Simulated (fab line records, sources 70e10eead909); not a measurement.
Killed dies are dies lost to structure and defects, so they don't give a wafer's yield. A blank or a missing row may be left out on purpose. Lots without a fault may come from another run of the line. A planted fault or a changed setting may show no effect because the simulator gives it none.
Chamber matching | flow nand_harc | NHARC_A_CHANNEL_FILL_D1_CMP_10 on cmp-04: 4 sister chambers
The step polishes, target thk 150 nm. 4 wafers are shown with their chamber, then 10 later ones without.

WAFERS WITH THEIR CHAMBER
wafer  | chamber | time_to_endpoint_s (s)
L085.5 | 3       | 14
L086.1 | 1       | 20
L086.5 | 2       | 17
L091.5 | 0       | 10

WAFERS WITHOUT THEIR CHAMBER
wafer  | time_to_endpoint_s (s)
L091.6 | 13
L089.3 | 6
L089.5 | 15
L089.6 | 11
L093.1 | 13
L093.3 | 12
L093.4 | 16
L096.1 | 19
L096.2 | 14
L096.3 | 17

WHICH CHAMBER EACH WENT THROUGH
wafer  | from the rows above          | in truth
L091.6 | can't be placed: 3 or 0 or 2 | 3
L089.3 | 0                            | 0
L089.5 | can't be placed: 3 or 2      | 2
L089.6 | can't be placed: 0 or 3      | 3
L093.1 | can't be placed: 3 or 0 or 2 | 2
L093.3 | can't be placed: 0 or 3 or 2 | 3
L093.4 | can't be placed: 2 or 3 or 1 | 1
L096.1 | can't be placed: 1 or 2      | 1
L096.2 | can't be placed: 3 or 2      | 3
L096.3 | can't be placed: 2 or 1 or 3 | 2
Placed correctly: 1 of 10. Can't be placed from these rows: 9 (the true chamber is among the candidates in 9). Placed wrongly: 0.
How it was worked out, from the rows above alone: a wafer's distance from a chamber is the root of the sum, over the readings, of the square of ((its reading less the chamber's mean) divided by the reading's scatter). The wafer belongs to the nearest chamber; if the next one is less than 2 further off, it can't be placed. A chamber's mean is the mean of its shown wafers. The scatter: with one shown wafer a chamber, the root of the mean of the squares of how far each hidden wafer lies from its nearest shown one.
